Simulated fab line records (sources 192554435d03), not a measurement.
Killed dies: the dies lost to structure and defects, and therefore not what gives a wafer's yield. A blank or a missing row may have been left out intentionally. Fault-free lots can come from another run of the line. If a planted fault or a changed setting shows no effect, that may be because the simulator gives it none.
Chamber matching + flow n5-finfet + N5_BEOL_M3_PECVD_72 on pecvd-01 has 3 sister chambers
The step deposits SiO2 from TEOS/O2, target thk 16 nm, time 18 s. 3 wafers are shown with their chamber, then 6 later ones without.

## WAFERS WITH THEIR CHAMBER
| wafer  | chamber | throttle-valve-pct (%) |
|--------|---------|------------------------|
| L152.4 | 1       | 21.7                   |
| L154.2 | 2       | 21.8                   |
| L154.3 | 0       | 24.6                   |

## WAFERS WITH NO CHAMBER GIVEN
| wafer  | throttle-valve-pct (%) |
|--------|------------------------|
| L154.6 | 21.5                   |
| L155.3 | 21.5                   |
| L155.4 | 24.4                   |
| L161.1 | 24.9                   |
| L161.3 | 21.7                   |
| L161.4 | 21.5                   |

## EACH ONE'S CHAMBER
| wafer  | from the rows above     | in truth |
|--------|-------------------------|----------|
| L154.6 | can't be placed: 1 or 2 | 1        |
| L155.3 | can't be placed: 1 or 2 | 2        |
| L155.4 | 0                       | 0        |
| L161.1 | 0                       | 0        |
| L161.3 | can't be placed: 1 or 2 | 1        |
| L161.4 | can't be placed: 1 or 2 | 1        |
Correctly placed: 2 of 6. Not placeable from these rows: 4 (in 4, the candidates include the true chamber). Placed wrongly: 0.
How it was worked out, from the rows above alone: a wafer's distance from a chamber is the root of the sum, over the readings, of the square of ((its reading less the chamber's mean) divided by the reading's scatter). The wafer belongs to the nearest chamber; if the next one is less than 2 further off, it can't be placed. Each chamber's mean is taken over the wafers shown for it. The scatter: root of mean squared gap, hidden wafer to nearest shown wafer, with one shown wafer a chamber.
